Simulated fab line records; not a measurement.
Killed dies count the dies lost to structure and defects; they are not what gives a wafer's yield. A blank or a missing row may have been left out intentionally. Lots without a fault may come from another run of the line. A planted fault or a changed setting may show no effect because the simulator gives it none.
fab line records | flow n5-finfet
record: lots: 10 wafers: 27 last-day: 18
route steps=1938 shown BEOL_M2@844 BEOL_M4@1111 PASSIVATION@1936
lots untouched by any fault: they come from a run of this same line in which no faults occurred
start-h: the number of hours between the record's first day and the start of the first shown wafer of the lot | wait-h: hours from the lot's prior step to this one | " as in the row above | L1.1+2: a single row standing in for several wafers | - value missing, or start not given | * or withheld: withheld | < > ~ a bound
route shown NAME@n: NAME is a module with steps in the file, n the number in the route of the first one | usual: average and standard deviation across the fault-free wafers | same: alike in all rows | chamber/n: place in a boat | sites: per-site readings | _std_site: standard deviation of those values | _edge_site: outer sites' mean less inner sites' | radius-mm: for every site, how far away it sits from the centre of the wafer | mask NAME#n: copy n | behind: tool/chamber where the wafer was last shaped | hold: reason for holding the lot/hours on hold/outcome of the hold | device: names the non-switching transistor (n, p or np) | end of line: the tests these same wafers got at the end of their route | where a step has no rows: the recipe by itself | killed: at the first sort, the dies lost to defects and structure; wafer yield is something else | map: the dies of a wafer, with x for killed, . for not killed, _ for no die there
set.NAME: the setting that was run; set.NAME@STEP: the one run at that earlier step | model.NAME: the simulator's own value behind a step, which no gauge read
steps of the route over a sample of lots; a table a step, a row a wafer
services: when a tool's chamber went out of use (start-h, in hours from the record's first day, below 0 if earlier), for how many hours, and the reason
== steps ==
step: N5_BEOL_M2_HM_DEP_02
recipe: material: TiN target-thk-a: 200 temp-c: 25 chamber-pressure-pa: 0.49996
usual: chamber-pressure-pa: 0.5000/0.001 throttle-valve-pct: 30.3/0.94
columns lot.wafer tool chamber start-h wait-h chamber-pressure-pa throttle-valve-pct
L479.1 pvd-sputter-02 - 144.87 0.6 0.5022 31.8
L479.2 " - " " 0.5015 30.0
L479.4 " - " " 0.4999 30.2
L482.1 pvd-sputter-03 - 159.48 0.7 0.4992 31.6
L482.4 " - " " 0.5002 29.6
L482.5 " - " " 0.4998 31.5
L484.1 pvd-sputter-02 - 164.17 2.9 0.5024 31.7
L484.3 " - " " 0.4990 30.3
L484.4 " - " " 0.4997 29.3
L485.2 pvd-sputter-03 - 172.98 0.8 0.4976 29.1
L485.3 " - " " 0.4986 29.5
L485.5 " - " " 0.5001 31.2
L486.3 pvd-sputter-02 - 185.29 1.6 0.5010 30.0
L486.4 " - " " 0.5007 29.7
L486.6 " - " " 0.5006 29.8
L487.4 pvd-sputter-02 - 186.12 0.0 0.4994 32.0
L487.5 " - " " 0.5006 29.8
L487.6 " - " " 0.4981 31.9
L489.1 pvd-sputter-02 - 202.26 2.2 0.5006 29.7
L489.6 " - " " 0.4994 31.5
L491.2 pvd-sputter-03 - 226.82 1.2 0.5007 31.5
L491.3 " - " " 0.5007 30.5
L491.6 " - " " 0.5012 29.0
L499.2 pvd-sputter-01 - 264.10 0.9 0.5010 28.6
L499.4 " - " " 0.5020 30.9
L501.2 pvd-sputter-03 - 274.80 1.1 0.4991 31.3
L501.4 " - " " 0.5001 29.9
step: N5_BEOL_M2_ETCH_41
recipe: chemistry: CH3F/O2 target: SiCN target-depth-a: 299 taper-deg: 2 time-s: 52.5 ion-energy-ev: 120 mask-material: TiN pressure-mtorr: 30 source-w: 395 bias-w: 75 Ar_flow_sccm: 150 CH3F_flow_sccm: 30 O2_flow_sccm: 20
usual: bias-w: 75.05/0.21 drypump-motor-current-A: 5.8/0.39 oes-product-au: 0.82/0.1 rf-vpp-V: 297.9/1.2 showerhead-plenum-p-Torr: 2.02/0.05 throttle-valve-pct: 16.23/0.24
columns lot.wafer tool chamber start-h wait-h bias-w drypump-motor-current-A oes-product-au rf-hours-counter-h rf-vpp-V showerhead-plenum-p-Torr throttle-valve-pct
L479.1 rie-diel-05 3 - - 75.11 6.1 0.69 222 296.3 1.97 16.47
L479.2 " 2 " " 74.88 5.7 0.78 113 299.3 2.08 16.22
L479.4 " 1 " " 75.16 6.1 0.90 28 297.2 2.04 15.94
L482.1 rie-diel-05 3 - - 75.06 6.1 0.69 229 297.2 1.97 16.49
L482.4 " 2 " " 75.27 5.7 0.78 - 298.4 2.08 16.22
L482.5 " 1 " " 75.14 6.1 0.89 - 298.7 2.04 15.96
L484.1 rie-diel-05 3 - - 75.17 6.1 0.69 230 296.9 1.97 16.50
L484.3 " 1 " " 74.60 6.1 0.89 37 297.3 2.04 15.97
L484.4 " 3 " " 74.66 6.1 0.68 - 297.1 1.97 16.50
L485.2 rie-diel-05 1 - - 74.94 6.1 0.88 38 296.5 2.04 15.97
L485.3 " 3 " " 74.77 6.1 0.68 232 296.8 1.96 16.50
L485.5 " 0 " " 74.80 5.3 0.91 - 296.9 1.96 16.14
L487.4 rie-diel-04 1 - - 74.85 5.4 0.71 236 299.0 2.04 16.39
L487.5 " 2 " " 75.39 5.8 0.74 - 297.5 2.10 16.38
L487.6 " 3 " " 75.02 5.3 0.70 - 296.1 1.97 16.60
L486.3 rie-diel-06 1 - - 75.20 6.5 1.00 5 299.4 2.05 15.91
L486.4 " 3 " " 74.82 5.7 0.88 26 298.6 2.03 15.95
L486.6 " 0 " " 75.15 5.3 0.67 - 295.3 1.92 16.58
L489.1 rie-diel-06 1 - - 75.20 6.5 0.79 15 296.9 2.05 15.93
L489.6 " 0 " " 75.37 5.4 0.67 - 296.9 1.92 16.61
L491.2 rie-diel-05 0 - - 75.19 5.4 0.87 33 297.4 1.96 16.19
L491.3 " 1 " " 75.52 6.1 0.86 55 298.6 2.03 16.00
L491.6 " 0 " " 75.28 5.4 0.88 - 296.3 1.96 16.18
L499.2 rie-diel-04 2 - - 75.23 5.9 0.78 144 300.5 2.08 16.42
L499.4 " 0 " " 75.11 5.3 0.90 - 297.2 2.05 16.27
L501.2 rie-diel-04 0 - - 74.87 5.3 0.89 30 298.8 2.05 16.26
L501.4 " 3 " " 75.17 5.3 0.97 2 298.4 1.96 16.23
step: N5_BEOL_M2_OCD_MEAS_38
usual: trench-depth-nm: 55.9/1.3
columns lot.wafer tool chamber start-h wait-h trench-depth-nm
L479.1 ocd-02 - 149.73 - 55.1
L479.2 " - " " 56.5
L479.4 " - " " 57.3
L482.1 ocd-02 - 168.53 - 54.4
L482.4 " - " " 56.6
L482.5 " - " " 57.0
L484.1 ocd-01 - 171.85 - 53.4
L484.3 " - " " 57.6
L484.4 " - " " 54.0
L485.2 ocd-01 - 177.69 - 57.9
L485.3 " - " " 54.5
L485.5 " - " " 55.3
L487.4 ocd-01 - 192.01 - 54.3
L487.5 " - " " 47.7
L487.6 " - " " 56.5
L486.3 ocd-02 - 192.05 - 58.6
L486.4 " - " " 55.6
L486.6 " - " " 53.9
L489.1 ocd-02 - 219.54 - 42.4
L489.6 " - " " 54.1
L491.2 ocd-01 - 246.40 - 54.0
L491.3 " - " " 56.6
L491.6 " - " " 54.4
L499.2 ocd-01 - 271.67 - 56.7
L499.4 " - " " 56.7
L501.2 ocd-01 - 281.66 - 56.5
L501.4 " - " " 56.8
step: N5_BEOL_M2_PRE_CLEAN_45
recipe: gas: H2/He time-s: 30 temp-c: 250
usual: heater-power-w: 334/26
columns lot.wafer tool chamber start-h wait-h heater-power-w
L479.1 pvd-sputter-02 - 150.16 0.0 366
L479.2 " - " " 369
L479.4 " - " " 304
L482.1 pvd-sputter-02 - 168.86 0.0 329
L482.4 " - " " 363
L482.5 " - " " 376
L484.1 pvd-sputter-03 - 172.50 0.0 321
L484.3 " - " " 310
L484.4 " - " " 352
L485.2 pvd-sputter-03 - 178.38 0.0 314
L485.3 " - " " 347
L485.5 " - " " 349
L486.3 pvd-sputter-02 - 192.35 0.0 310
L486.4 " - " " 368
L486.6 " - " " 331
L487.4 pvd-sputter-02 - 192.63 0.0 307
L487.5 " - " " 353
L487.6 " - " " 302
L489.1 pvd-sputter-01 - 219.92 0.0 310
L489.6 " - " " 310
L491.2 pvd-sputter-03 - 246.79 0.0 347
L491.3 " - " " 349
L491.6 " - " " 318
L499.2 pvd-sputter-02 - 272.38 0.0 362
L499.4 " - " " 326
L501.2 pvd-sputter-02 - 283.16 0.0 299
L501.4 " - " " 383
step: N5_BEOL_M2_ANNEAL_82
recipe: temp-c: 400 time-s: 240 ambient: vacuum
usual: heater-power-w: 829/57 susceptor_temp_C_max: 401.0/0.41
columns lot.wafer tool chamber start-h wait-h heater-power-w susceptor_temp_C_max
L479.1 pvd-sputter-01 - 152.85 0.0 749 401.1
L479.2 " - " " 826 400.8
L479.4 " - " " 792 401.2
L482.1 pvd-sputter-03 - 170.12 0.0 882 400.7
L482.4 " - " " 779 401.1
L482.5 " - " " 775 400.9
L484.1 pvd-sputter-03 - 173.60 0.0 795 400.7
L484.3 " - " " 893 400.4
L484.4 " - " " 789 401.3
L485.2 pvd-sputter-03 - 179.86 0.0 809 400.9
L485.3 " - " " 880 401.6
L485.5 " - " " 783 400.9
L486.3 pvd-sputter-03 - 193.50 0.0 777 400.6
L486.4 " - " " 893 400.5
L486.6 " - " " 882 401.2
L487.4 pvd-sputter-01 - 193.73 0.0 764 400.9
L487.5 " - " " 814 400.5
L487.6 " - " " 738 401.0
L489.1 pvd-sputter-03 - 221.02 0.0 886 401.4
L489.6 " - " " 779 400.9
L491.2 pvd-sputter-02 - 247.99 0.0 830 401.1
L491.3 " - " " 922 401.0
L491.6 " - " " 768 401.5
L499.2 pvd-sputter-02 - 273.98 0.0 912 400.2
L499.4 " - " " 765 401.1
L501.2 pvd-sputter-03 - 284.24 0.0 805 400.8
L501.4 " - " " 802 400.6
step: N5_BEOL_M4_RC_MEAS_101
usual: CHAIN_V1_max_site: 243/12 CHAIN_V2_max_site: 244/13 DIBL_N: 36.1/2 DIBL_P: 36.3/2.5 IOFF_N: 0.16/0.037 IOFF_P: 0.21/0.039 ION_N: 678/15 ION_P: 465/8.7 SERP_M2_max_site: 212/22 SS_N: 71.4/0.7 SS_P: 73.3/0.74 VT_N: 249/3.6 VT_P: -250.0/2.9
columns lot.wafer tool chamber start-h wait-h CHAIN_V1_max_site[ohm/link] CHAIN_V2_max_site[ohm/link] DIBL_N[mV/V] DIBL_P[mV/V] IOFF_N[nA/um] IOFF_P[nA/um] ION_N[uA/um] ION_P[uA/um] SERP_M2_max_site[ohm/um] SS_N[mV/dec] SS_P[mV/dec] VT_N[mV] VT_P[mV]
L479.1 prober-02 0 178.41 0.0 249 267 38.3 39.1 0.24 0.29 711 482 238 71.9 73.6 241 -245.8
L479.2 " 0 " " 260 239 35.3 35.5 0.16 0.22 670 465 279 71.7 71.8 249 -248.4
L479.4 " 0 " " 237 241 35.2 36.0 0.16 0.23 671 465 199 71.8 72.8 245 -249.0
L482.1 prober-01 0 195.83 0.0 248 245 37.2 35.6 0.17 0.23 688 472 236 71.7 74.1 249 -251.1
L482.4 " 0 " " 240 247 39.2 36.4 0.20 0.25 681 459 225 72.3 73.8 247 -249.6
L482.5 " 0 " " 242 232 38.7 36.8 0.18 0.26 688 473 214 72.6 73.2 249 -251.2
L484.1 prober-01 0 198.46 0.1 240 225 34.8 35.2 0.14 0.18 687 470 216 71.5 72.7 251 -250.1
L484.3 " 0 " " 245 237 34.5 35.1 0.13 0.17 670 459 203 71.3 73.1 251 -251.9
L484.4 " 0 " " 238 238 38.4 40.7 0.21 0.27 687 472 210 72.4 74.3 244 -245.6
L485.2 prober-02 0 199.78 0.2 247 238 32.3 30.4 0.09 0.14 653 459 214 70.1 71.2 257 -253.7
L485.3 " 0 " " 238 235 34.5 33.9 0.12 0.18 666 465 200 71.4 73.0 251 -250.1
L485.5 " 0 " " 237 233 37.8 38.5 0.17 0.25 672 467 203 71.9 73.8 248 -247.8
L486.3 prober-02 0 233.23 0.3 226 236 38.9 40.1 0.20 0.21 675 456 183 72.3 73.5 250 -253.0
L486.4 " 0 " " 230 246 35.9 37.6 0.15 0.18 673 453 201 71.5 72.7 252 -254.6
L486.6 " 0 " " 246 247 36.7 38.4 0.16 0.19 670 452 235 72.0 72.8 252 -253.3
L487.4 prober-01 0 234.14 0.5 246 260 37.9 37.3 0.18 0.23 687 468 204 72.1 73.5 250 -248.5
L487.5 " 0 " " ~571 ~571 33.9 33.0 0.12 0.17 663 464 ~5.4054e+05 71.1 72.9 255 -251.0
L487.6 " 0 " " 266 252 37.4 38.3 0.17 0.26 678 469 250 71.9 74.4 249 -245.3
L489.1 prober-01 0 255.86 0.0 ~571 ~571 34.2 32.9 0.12 0.19 666 463 ~5.4054e+05 70.9 72.2 253 -250.1
L489.6 " 0 " " 225 222 39.3 38.5 0.20 0.28 667 456 202 73.3 73.9 247 -248.1
L491.2 prober-02 0 275.26 0.2 253 235 38.2 39.3 0.20 0.22 691 468 268 72.0 73.3 247 -249.6
L491.3 " 0 " " 257 257 39.7 41.3 0.26 0.26 715 482 215 72.2 74.2 241 -246.2
L491.6 " 0 " " 249 258 39.1 40.2 0.21 0.24 680 459 231 72.0 74.2 245 -248.8
L499.2 prober-02 0 306.21 0.2 231 257 38.5 39.9 0.21 0.22 685 455 183 72.0 74.3 248 -252.6
L499.4 " 0 " " 240 259 35.2 34.9 0.15 0.16 671 451 213 70.6 72.9 252 -256.1
L501.2 prober-02 0 313.26 0.2 226 231 34.2 34.1 0.13 0.18 676 466 200 70.1 73.3 251 -251.3
L501.4 " 0 " " 215 227 36.9 37.5 0.16 0.23 672 468 184 71.6 74.1 251 -249.1
step: N5_PASSIVATION_PROBE_49
usual: defect-limited-yield: 91.1/1.3 killed_at_M0_to_M3: 32/9.7 killed_at_M4_up: 16/6 killed-at-contacts: 12/5.9 killed-at-front-end: 41/11 killed-at-other: 4/3.1 killed-dies: 104/16 killed-open: 68/12 killed-short: 34/7.4 sort_bin_5_function: 5.1/0.85 sort_bin_6_memory: 3.3/0.66 sort-n-pass: 1075/16 sort-yield-pct: 91.1/1.4
same: gross-dies: 1180 killed-at-back-side: 0 sort_bin_4_leakage[%]: 0 sort_bin_8_speed[%]: 0
columns lot.wafer tool chamber start-h wait-h defect-limited-yield[%] killed_at_M0_to_M3 killed_at_M4_up killed-at-contacts killed-at-front-end killed-at-other killed-dies killed-open killed-short sort_bin_5_function[%] sort_bin_6_memory[%] sort-n-pass sort-yield-pct[%]
L485.2 prober-01 - 321.42 0.1 89.2 48 15 23 34 7 127 79 42 5.8 4.4 1053 89.2
L485.3 prober-01 - 321.47 0.1 92.0 31 24 12 26 1 94 53 41 4.8 2.9 1086 92.0
L485.5 prober-01 - 321.57 0.2 92.7 27 19 9 25 6 86 63 23 4.2 2.9 1094 92.7
L486.3 prober-01 - 332.30 0.1 92.6 19 18 18 27 5 87 57 28 5.0 2.2 1093 92.6
L482.1 prober-02 - 341.58 0.0 90.0 45 18 8 46 1 118 65 45 5.7 3.3 1062 90.0
L482.4 prober-02 - 341.73 0.2 90.1 39 17 8 44 9 117 76 41 6.0 3.7 1063 90.1
L482.5 prober-02 - 341.78 0.2 92.1 31 12 3 42 5 93 58 35 4.2 3.6 1087 92.1
L487.4 prober-02 - 343.40 0.2 87.1 42 19 18 64 9 152 92 48 7.1 4.3 1028 87.1
L487.5 prober-02 - 343.45 0.2 77.9 208 12 16 23 2 261 66 35 18.6 3.3 919 77.9
L487.6 prober-02 - 343.50 0.3 92.2 30 14 13 31 4 92 65 26 4.7 2.9 1088 92.2
L489.1 prober-02 - 365.95 0.0 66.7 287 18 32 56 0 393 94 37 28.4 4.6 787 66.7
L489.6 prober-02 - 366.20 0.3 91.9 22 14 27 33 0 96 71 25 5.0 3.1 1084 91.9
L491.2 prober-02 - 376.96 0.1 90.1 39 22 12 42 2 117 85 32 5.6 3.8 1063 90.1
L491.3 prober-02 - 377.01 0.1 90.4 37 28 10 35 3 113 78 35 5.0 3.8 1067 90.4
L491.6 prober-02 - 377.16 0.3 92.2 25 23 18 26 0 92 67 24 4.9 2.5 1088 92.2
L499.2 prober-02 - 418.25 0.1 91.6 30 20 16 28 5 99 66 32 5.7 2.5 1081 91.6
L499.4 prober-02 - 418.35 0.2 92.7 25 20 2 36 3 86 51 32 4.4 2.5 1094 92.7
killed by level:class
L485.2 MOL_CONTACT_COAG:geometric-particle:open=17 BEOL_M2:geometric-particle:open=12 STI_FIN_REVEAL:geometric-particle:open=11 BEOL_M0_SAQP:geometric-particle:short=10 BEOL_M0_SAQP:geometric-particle:open=8 MOL_CONTACT_COAG:geometric-particle:short=6 BEOL_M2:geometric-particle:short=5 FIN_SAQP:geometric-particle:short=4
L485.3 STI_FIN_REVEAL:geometric-particle:open=15 MOL_CONTACT_COAG:geometric-particle:open=9 BEOL_M0_SAQP:geometric-particle:short=9 BEOL_M4:geometric-particle:short=9 BEOL_M1:geometric-particle:open=5 FIN_SAQP:geometric-particle:open=4 BEOL_M0_SAQP:geometric-particle:open=4 MOL_CONTACT_COAG:geometric-particle:short=3
L485.5 BEOL_M4:geometric-particle:open=10 BEOL_M2:geometric-particle:open=9 MOL_CONTACT_COAG:geometric-particle:open=8 BEOL_M0_SAQP:geometric-particle:open=5 FIN_SAQP:geometric-particle:short=4 BEOL_M3:geometric-particle:open=4 BEOL_M8:geometric-particle:open=4 STARTING-WAFER:geometric-particle:short=4
L486.3 MOL_CONTACT_COAG:geometric-particle:open=15 FIN_SAQP:geometric-particle:short=11 BEOL_M4:geometric-particle:open=8 BEOL_M0_SAQP:geometric-particle:open=6 FIN_SAQP:geometric-particle:open=4 ILD0:geometric-particle:open=3 MOL_CONTACT_COAG:geometric-particle:short=3 BEOL_M0_SAQP:geometric-particle:short=3
L482.1 BEOL_M2:geometric-particle:open=12 BEOL_M0_SAQP:geometric-particle:short=8 FIN_SAQP:geometric-particle:open=7 BEOL_M4:geometric-particle:open=7 HKMG_FIN:area-etch=7 FIN_SAQP:geometric-particle:short=6 DUMMY_GATE:geometric-particle:open=6 MOL_CONTACT_COAG:geometric-particle:open=6
L482.4 BEOL_M0_SAQP:geometric-particle:short=10 BEOL_M2:geometric-particle:open=10 STI_FIN_REVEAL:geometric-particle:open=9 BEOL_M0_SAQP:geometric-particle:open=9 FIN_SAQP:geometric-particle:open=8 BEOL_M4:geometric-particle:open=7 GATE_CUT:geometric-particle:short=6 FIN_SAQP:geometric-particle:short=5
L482.5 FIN_SAQP:geometric-particle:open=12 FIN_SAQP:geometric-particle:short=11 BEOL_M1:geometric-particle:open=8 BEOL_M0_SAQP:geometric-particle:short=7 BEOL_M2:geometric-particle:open=6 BEOL_M5:geometric-particle:open=5 STARTING-WAFER:geometric-particle:short=5 BEOL_M0_SAQP:geometric-particle:open=4
L487.4 STI_FIN_REVEAL:geometric-particle:open=20 MOL_CONTACT_COAG:geometric-particle:open=17 BEOL_M0_SAQP:geometric-particle:short=13 HKMG_FIN:area-etch=11 BEOL_M0_SAQP:geometric-particle:open=9 BEOL_M4:geometric-particle:open=9 FIN_SAQP:geometric-particle:short=8 BEOL_M2:geometric-particle:open=8
L487.5 BEOL_M2:area-open=160 MOL_CONTACT_COAG:geometric-particle:open=14 BEOL_M0_SAQP:geometric-particle:short=11 BEOL_M3:geometric-particle:open=10 BEOL_M0_SAQP:geometric-particle:open=8 BEOL_M2:geometric-particle:open=6 BEOL_M2:geometric-particle:short=6 FIN_SAQP:geometric-particle:open=4
L487.6 MOL_CONTACT_COAG:geometric-particle:open=11 BEOL_M0_SAQP:geometric-particle:open=8 BEOL_M0_SAQP:geometric-particle:short=8 FIN_SAQP:geometric-particle:open=6 BEOL_M4:geometric-particle:open=6 GATE_CUT:geometric-particle:short=4 STI_FIN_REVEAL:geometric-particle:open=4 GATE_CUT:geometric-particle:open=4
L489.1 BEOL_M2:area-open=258 MOL_CONTACT_COAG:geometric-particle:open=20 FIN_SAQP:geometric-particle:open=14 BEOL_M2:geometric-particle:open=13 MOL_CONTACT_COAG:geometric-particle:short=10 BEOL_M4:geometric-particle:open=10 STI_FIN_REVEAL:geometric-particle:open=7 DUMMY_GATE:geometric-particle:open=7
L489.6 MOL_CONTACT_COAG:geometric-particle:open=22 FIN_SAQP:geometric-particle:open=10 STI_FIN_REVEAL:geometric-particle:open=5 MOL_CONTACT_COAG:geometric-particle:short=5 BEOL_M0_SAQP:geometric-particle:open=5 BEOL_M2:geometric-particle:open=5 BEOL_M5:geometric-particle:open=5 FIN_SAQP:geometric-particle:short=4
L491.2 BEOL_M4:geometric-particle:open=16 STI_FIN_REVEAL:geometric-particle:open=13 MOL_CONTACT_COAG:geometric-particle:open=10 BEOL_M1:geometric-particle:open=9 BEOL_M0_SAQP:geometric-particle:open=8 DUMMY_GATE:geometric-particle:open=7 FIN_SAQP:geometric-particle:open=6 BEOL_M2:geometric-particle:open=6
L491.3 BEOL_M4:geometric-particle:open=15 STI_FIN_REVEAL:geometric-particle:open=14 BEOL_M1:geometric-particle:open=12 MOL_CONTACT_COAG:geometric-particle:open=7 BEOL_M4:geometric-particle:short=7 BEOL_M3:geometric-particle:open=7 DUMMY_GATE:geometric-particle:open=5 FIN_SAQP:geometric-particle:short=4
L491.6 MOL_CONTACT_COAG:geometric-particle:open=14 BEOL_M4:geometric-particle:open=12 STI_FIN_REVEAL:geometric-particle:open=8 BEOL_M2:geometric-particle:open=8 BEOL_M1:geometric-particle:open=5 BEOL_M3:geometric-particle:open=5 MOL_CONTACT_COAG:geometric-particle:short=4 BEOL_M0_SAQP:geometric-particle:short=4
L499.2 MOL_CONTACT_COAG:geometric-particle:open=11 BEOL_M4:geometric-particle:open=9 BEOL_M0_SAQP:geometric-particle:open=8 STI_FIN_REVEAL:geometric-particle:open=7 FIN_SAQP:geometric-particle:short=6 MOL_CONTACT_COAG:geometric-particle:short=5 BEOL_M0_SAQP:geometric-particle:short=5 BEOL_M2:geometric-particle:open=5
L499.4 BEOL_M4:geometric-particle:open=10 FIN_SAQP:geometric-particle:short=7 BEOL_M0_SAQP:geometric-particle:short=7 BEOL_M1:geometric-particle:open=7 GATE_CUT:geometric-particle:open=5 GATE_CUT:geometric-particle:short=5 BEOL_M2:geometric-particle:open=5 FIN_SAQP:geometric-particle:open=4
== services ==
columns tool chamber start-h hours kind
rie-diel-05 0 124.16 - clean
rie-diel-05 0 124.16 - consumable-replace:focus-ring
rie-diel-05 0 124.16 14.1 scheduled-down
rie-diel-05 0 124.16 14.1 vent-cycle
rie-diel-05 0 167.07 5.0 repair
rie-diel-04 2 175.54 3.6 repair
rie-diel-05 1 183.42 12.0 repair
rie-diel-04 0 197.28 - clean
rie-diel-04 0 197.28 - consumable-replace:focus-ring
rie-diel-04 0 197.28 12.2 scheduled-down
rie-diel-04 0 197.28 12.2 vent-cycle
rie-diel-05 - 205.16 0.7 repair
rie-diel-05 - 218.37 0.1 repair
rie-diel-04 1 229.60 - clean
rie-diel-04 1 229.60 - consumable-replace:focus-ring
rie-diel-04 1 229.60 21.3 scheduled-down
rie-diel-04 1 229.60 21.3 vent-cycle
rie-diel-05 3 242.46 40.9 repair
rie-diel-04 1 252.29 3.0 repair
rie-diel-06 2 275.94 2.5 repair
rie-diel-05 3 283.73 - clean
rie-diel-05 3 283.73 - consumable-replace:focus-ring
rie-diel-05 3 283.73 26.2 scheduled-down
rie-diel-05 3 283.73 26.2 vent-cycle
== key ==
first-sign: step: N5_BEOL_M2_OCD_MEAS_38 reading: trench-depth-nm direction: down sigmas: 8.4 usual: 55.9 struck: 45.0
effect: step: N5_BEOL_M4_RC_MEAS_101 reading: SERP_M2_max_site direction: up sigmas: 99+ usual: 212 struck: ~5.4054e+05
effect: step: N5_BEOL_M4_RC_MEAS_101 reading: CHAIN_V1_max_site direction: up sigmas: 27 usual: 243 struck: ~571
effect: step: N5_BEOL_M4_RC_MEAS_101 reading: CHAIN_V2_max_site direction: up sigmas: 25 usual: 244 struck: ~571
effect: step: N5_PASSIVATION_PROBE_49 reading: killed_at_M0_to_M3 direction: up sigmas: 22 usual: 32 struck: 248
more-kills-born-at: N5_BEOL_M2_HM_OPEN_17@rie-metal-03: 418
met-at N5_BEOL_M2_HM_DEP_02
struck-lots L487,L489
struck-wafers L487.5,L489.1
baseline-loss: step: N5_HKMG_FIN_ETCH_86 wafers: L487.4
not-acting-at N5_BEOL_M2_ETCH_41,N5_BEOL_M2_PRE_CLEAN_45,N5_BEOL_M2_ANNEAL_82
onset-between 185.29 186.12
fault: kind: process-parameter-drift tool: pvd-sputter-02 chamber: - onset-h: 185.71 steps: N5_BEOL_M2_HM_DEP_02 channel: target-thk-a offset: * shape: step end-h: 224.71 scope: struck-wafers-only acts-in: * stated: *
baseline-loss: these wafers lose ten dies or more at that step, a loss of the line's own and not of a fault; the sort's usual values leave them out
